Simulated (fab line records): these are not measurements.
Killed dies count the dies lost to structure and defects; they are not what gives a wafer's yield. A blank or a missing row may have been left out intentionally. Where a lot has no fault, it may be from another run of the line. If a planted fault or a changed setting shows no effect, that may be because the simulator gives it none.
Matching of chambers + flow n5-finfet + N5_BEOL_M11_ETCH_62 on rie-diel-06 has 4 sister chambers
The step etches SOC in N2/H2, target depth 110 nm, overetch 22 nm, time 165 s. 8 wafers are shown with their chamber, then 10 later ones without.

## WAFERS PAIRED WITH THEIR CHAMBERS
| wafer  | chamber | drypump-motor-current-A (A) | throttle-valve-pct (%) |
|--------|---------|-----------------------------|------------------------|
| L082.2 | 3       | 5.9                         | 17.71                  |
| L082.3 | 0       | 5.5                         | 17.74                  |
| L087.5 | 2       | 5.8                         | 18.16                  |
| L088.3 | 1       | 6.2                         | 18.26                  |
| L088.5 | 2       | 5.7                         | 18.16                  |
| L088.6 | 3       | 5.9                         | 17.73                  |
| L090.2 | 1       | 6.2                         | 18.28                  |
| L090.4 | 0       | 5.5                         | 17.80                  |

## WAFERS WITH NO CHAMBER GIVEN
| wafer  | drypump-motor-current-A (A) | throttle-valve-pct (%) |
|--------|-----------------------------|------------------------|
| L090.6 | 6.3                         | 18.27                  |
| L091.1 | 5.8                         | 18.18                  |
| L091.2 | 5.9                         | 17.73                  |
| L091.4 | 5.5                         | 17.79                  |
| L096.1 | 5.9                         | 17.76                  |
| L096.3 | 5.5                         | 17.79                  |
| L096.4 | 6.2                         | 18.29                  |
| L097.2 | 5.5                         | 17.80                  |
| L097.4 | 5.7                         | 18.21                  |
| L097.6 | 5.5                         | 17.81                  |

## WHICH CHAMBER EACH WENT THROUGH
| wafer  | from the rows above | in truth |
|--------|---------------------|----------|
| L090.6 | 1                   | 1        |
| L091.1 | 2                   | 2        |
| L091.2 | 3                   | 3        |
| L091.4 | 0                   | 0        |
| L096.1 | 3                   | 3        |
| L096.3 | 0                   | 0        |
| L096.4 | 1                   | 1        |
| L097.2 | 0                   | 0        |
| L097.4 | 2                   | 2        |
| L097.6 | 0                   | 0        |
Placed correctly: 10 of 10. Can't be placed from these rows: 0. Number placed wrongly: 0.
How it was worked out, from the rows above alone: a wafer's distance from a chamber is the root of the sum, over the readings, of the square of ((its reading less the chamber's mean) divided by the reading's scatter). The wafer belongs to the nearest chamber; if the next one is less than 2 further off, it can't be placed. For every chamber, the mean is computed from those of its wafers that are shown. How the scatter is found: for the shown wafers, subtract from each reading the mean of its chamber, square and add these, divide the total by (wafers less chambers), then take the root.
